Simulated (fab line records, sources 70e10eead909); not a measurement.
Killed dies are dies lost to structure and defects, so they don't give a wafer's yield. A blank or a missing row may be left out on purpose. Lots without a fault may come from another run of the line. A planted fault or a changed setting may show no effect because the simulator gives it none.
Chamber matching | flow nand_harc | NHARC_A_BONDPAD_DEP_00 on pecvd-03: 3 sister chambers
The step deposits SiCN, target thk 250 nm. 6 wafers are shown with their chamber, then 7 later ones without.

WAFERS WITH THEIR CHAMBER
wafer  | chamber | heater_power_outer_w (W) | heater_power_w (W)
L643.5 | 0       | 315                      | 573
L646.1 | 1       | 222                      | 466
L646.4 | 0       | 273                      | 522
L646.6 | 2       | 300                      | 548
L649.2 | 2       | 355                      | 628
L649.4 | 1       | 261                      | 497

WAFERS WITHOUT THEIR CHAMBER
wafer  | heater_power_outer_w (W) | heater_power_w (W)
L649.6 | 244                      | 457
L653.1 | 220                      | 454
L653.4 | 264                      | 491
L653.6 | 225                      | 463
L654.1 | 235                      | 484
L654.2 | 351                      | 620
L654.4 | 358                      | 616

WHICH CHAMBER EACH WENT THROUGH
wafer  | from the rows above     | in truth
L649.6 | 1                       | 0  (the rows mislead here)
L653.1 | 1                       | 1
L653.4 | can't be placed: 1 or 0 | 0
L653.6 | 1                       | 1
L654.1 | 1                       | 1
L654.2 | can't be placed: 2 or 0 | 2
L654.4 | can't be placed: 2 or 0 | 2
Placed correctly: 3 of 7. Can't be placed from these rows: 3 (the true chamber is among the candidates in 3). Placed wrongly: 1.
How it was worked out, from the rows above alone: a wafer's distance from a chamber is the root of the sum, over the readings, of the square of ((its reading less the chamber's mean) divided by the reading's scatter). The wafer belongs to the nearest chamber; if the next one is less than 2 further off, it can't be placed. A chamber's mean is the mean of its shown wafers. The scatter: the root of (the sum of the squares of (reading less its chamber's mean) over the shown wafers, divided by (wafers less chambers)).
